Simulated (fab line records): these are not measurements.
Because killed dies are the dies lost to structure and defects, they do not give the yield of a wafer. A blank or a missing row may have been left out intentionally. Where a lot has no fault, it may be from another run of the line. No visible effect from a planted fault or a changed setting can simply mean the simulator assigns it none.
Split-lot study || flow n5_finfet || route with 1938 steps; 7 lots, 21 wafers read

## ABOUT THE SPLIT
At N5_BEOL_M8_HM_DEP_02 (deposits TiN, target thk 20 nm), the setting target_thk_a was moved away from the recipe's 200 angstrom on 9 of the 21 wafers read, by -13.0% to +12.1%. For the rest of the wafers, this setting stayed at what the recipe calls for.

## FROM THE SPLIT TO THE READING: what the file shows between them, 4 steps
- N5_BEOL_M8_COAT_59: time 60 s, resist thk 100 nm
- N5_BEOL_M8_COAT_60: time 60 s, resist thk 35 nm
- N5_BEOL_M8_STRIP_68: strips in N2/H2
- N5_BEOL_M8_STRIP_67: strips in CF4

## THE READING
etch.depth_nm (the simulator's own value, which no gauge read), in nm, at N5_BEOL_M8_HM_OPEN_17 (chemistry Cl2/BCl3, target TiN, target depth 20 nm, overetch 6 nm). There is no usual value for it anywhere in the file. Across the 12 wafers here that went through the recipe, the average is 19.96 nm and the standard deviation 0.16 nm.

{"wafer": "L077.1", "tool, chamber at the split": "pvd_sputter-02, -", "target_thk_a as run, angstrom": 200, "against the recipe": "recipe", "etch.depth_nm, nm": 20.17, "against lot-mates on the recipe": "-"}
{"wafer": "L077.4", "tool, chamber at the split": "pvd_sputter-02, -", "target_thk_a as run, angstrom": 200, "against the recipe": "recipe", "etch.depth_nm, nm": 19.96, "against lot-mates on the recipe": "-"}
{"wafer": "L077.5", "tool, chamber at the split": "pvd_sputter-02, -", "target_thk_a as run, angstrom": 200, "against the recipe": "recipe", "etch.depth_nm, nm": 19.79, "against lot-mates on the recipe": "-"}
{"wafer": "L075.2", "tool, chamber at the split": "pvd_sputter-03, -", "target_thk_a as run, angstrom": 224.2, "against the recipe": "+12.1%", "etch.depth_nm, nm": 22.27, "against lot-mates on the recipe": "no lot-mate on the recipe"}
{"wafer": "L075.3", "tool, chamber at the split": "pvd_sputter-03, -", "target_thk_a as run, angstrom": 224.2, "against the recipe": "+12.1%", "etch.depth_nm, nm": 22.19, "against lot-mates on the recipe": "no lot-mate on the recipe"}
{"wafer": "L075.6", "tool, chamber at the split": "pvd_sputter-03, -", "target_thk_a as run, angstrom": 224.2, "against the recipe": "+12.1%", "etch.depth_nm, nm": 22.23, "against lot-mates on the recipe": "no lot-mate on the recipe"}
{"wafer": "L082.2", "tool, chamber at the split": "pvd_sputter-01, -", "target_thk_a as run, angstrom": 200, "against the recipe": "recipe", "etch.depth_nm, nm": 20, "against lot-mates on the recipe": "-"}
{"wafer": "L082.4", "tool, chamber at the split": "pvd_sputter-01, -", "target_thk_a as run, angstrom": 200, "against the recipe": "recipe", "etch.depth_nm, nm": 19.97, "against lot-mates on the recipe": "-"}
{"wafer": "L082.5", "tool, chamber at the split": "pvd_sputter-01, -", "target_thk_a as run, angstrom": 200, "against the recipe": "recipe", "etch.depth_nm, nm": 19.74, "against lot-mates on the recipe": "-"}
{"wafer": "L083.2", "tool, chamber at the split": "pvd_sputter-01, -", "target_thk_a as run, angstrom": 200, "against the recipe": "recipe", "etch.depth_nm, nm": 20.08, "against lot-mates on the recipe": "-"}
{"wafer": "L083.3", "tool, chamber at the split": "pvd_sputter-01, -", "target_thk_a as run, angstrom": 213.5, "against the recipe": "+6.7%", "etch.depth_nm, nm": 21.51, "against lot-mates on the recipe": "+1.58"}
{"wafer": "L083.6", "tool, chamber at the split": "pvd_sputter-01, -", "target_thk_a as run, angstrom": 200, "against the recipe": "recipe", "etch.depth_nm, nm": 19.79, "against lot-mates on the recipe": "-"}
{"wafer": "L088.1", "tool, chamber at the split": "pvd_sputter-02, -", "target_thk_a as run, angstrom": 207.8, "against the recipe": "+3.9%", "etch.depth_nm, nm": 20.86, "against lot-mates on the recipe": "+0.85"}
{"wafer": "L088.2", "tool, chamber at the split": "pvd_sputter-02, -", "target_thk_a as run, angstrom": 200, "against the recipe": "recipe", "etch.depth_nm, nm": 20.01, "against lot-mates on the recipe": "-"}
{"wafer": "L088.6", "tool, chamber at the split": "pvd_sputter-02, -", "target_thk_a as run, angstrom": 207.8, "against the recipe": "+3.9%", "etch.depth_nm, nm": 20.87, "against lot-mates on the recipe": "+0.86"}
{"wafer": "L089.1", "tool, chamber at the split": "pvd_sputter-01, -", "target_thk_a as run, angstrom": 200, "against the recipe": "recipe", "etch.depth_nm, nm": 19.76, "against lot-mates on the recipe": "-"}
{"wafer": "L089.3", "tool, chamber at the split": "pvd_sputter-01, -", "target_thk_a as run, angstrom": 200, "against the recipe": "recipe", "etch.depth_nm, nm": 19.94, "against lot-mates on the recipe": "-"}
{"wafer": "L089.4", "tool, chamber at the split": "pvd_sputter-01, -", "target_thk_a as run, angstrom": 208.4, "against the recipe": "+4.2%", "etch.depth_nm, nm": 20.32, "against lot-mates on the recipe": "+0.47"}
{"wafer": "L097.2", "tool, chamber at the split": "pvd_sputter-01, -", "target_thk_a as run, angstrom": 174.1, "against the recipe": "-13.0%", "etch.depth_nm, nm": 17.64, "against lot-mates on the recipe": -2.64}
{"wafer": "L097.4", "tool, chamber at the split": "pvd_sputter-01, -", "target_thk_a as run, angstrom": 174.1, "against the recipe": "-13.0%", "etch.depth_nm, nm": 17.61, "against lot-mates on the recipe": -2.67}
{"wafer": "L097.5", "tool, chamber at the split": "pvd_sputter-01, -", "target_thk_a as run, angstrom": 200, "against the recipe": "recipe", "etch.depth_nm, nm": 20.28, "against lot-mates on the recipe": "-"}

FIT RESULTS
A straight line over all 21 wafers: etch.depth_nm changes by +0.186 nm for each +1% of target_thk_a; r = +0.99; the points scatter about the line by 0.18 nm.
The same after taking each lot's own level away (the mean of its wafers on the recipe; 18 wafers): +0.205 nm for each +1%; r = +0.99; scatter 0.15 nm.
According to that fit, moving target_thk_a by its largest amount changes the reading by 2.7 nm.
From 19.850 to 20.280 nm: that is the span of the lots' own levels, equal to 2.7 times the standard deviation above.
The two slopes are in agreement: the lot-to-lot level therefore moves the slope only a little.
Check: with one of the wafers moved furthest among these (-13.0%) left out of the fit, the line predicts -2.68 nm for it against its lot-mates. Against them it came out at -2.64 nm.

## THESE WAFERS: OTHER SPLITS
These wafers also went through other splits before the reading. Each is held against what the fit with the lots' levels taken away leaves over:
{"other split on the same wafers": "N5_BEOL_M7_HM_DEP_02 target_thk_a", "wafers away from the commonest value": 5, "r with etch.depth_nm (lot level and that fit taken away)": "+0.11"}
{"other split on the same wafers": "N5_BEOL_M8_ILD_DEP_00 time_s", "wafers away from the commonest value": 6, "r with etch.depth_nm (lot level and that fit taken away)": -0.33}

## THE WHOLE CHAIN: every reading that the file lists as answering this split, in the file's order
{"step": "N5_BEOL_M8_HM_DEP_02", "what it does": "deposits TiN, target thk 20 nm", "reading": "TiN_of_BEOL_M8_HM_DEP_02.thk_nm (the simulator's own value, which no gauge read)", "change (the file's fit)": "+0.205 nm for each +1% of the setting", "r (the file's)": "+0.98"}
{"step": "N5_BEOL_M8_HM_OPEN_17", "what it does": "chemistry Cl2/BCl3, target TiN, target depth 20 nm, overetch 6 nm", "reading": "etch.depth_nm (the simulator's own value, which no gauge read)", "change (the file's fit)": "+0.205 nm for each +1% of the setting", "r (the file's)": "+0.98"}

## THE FILE'S OWN FIT
etch.depth_nm changes by +0.205 nm for each +1% of target_thk_a, r = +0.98.
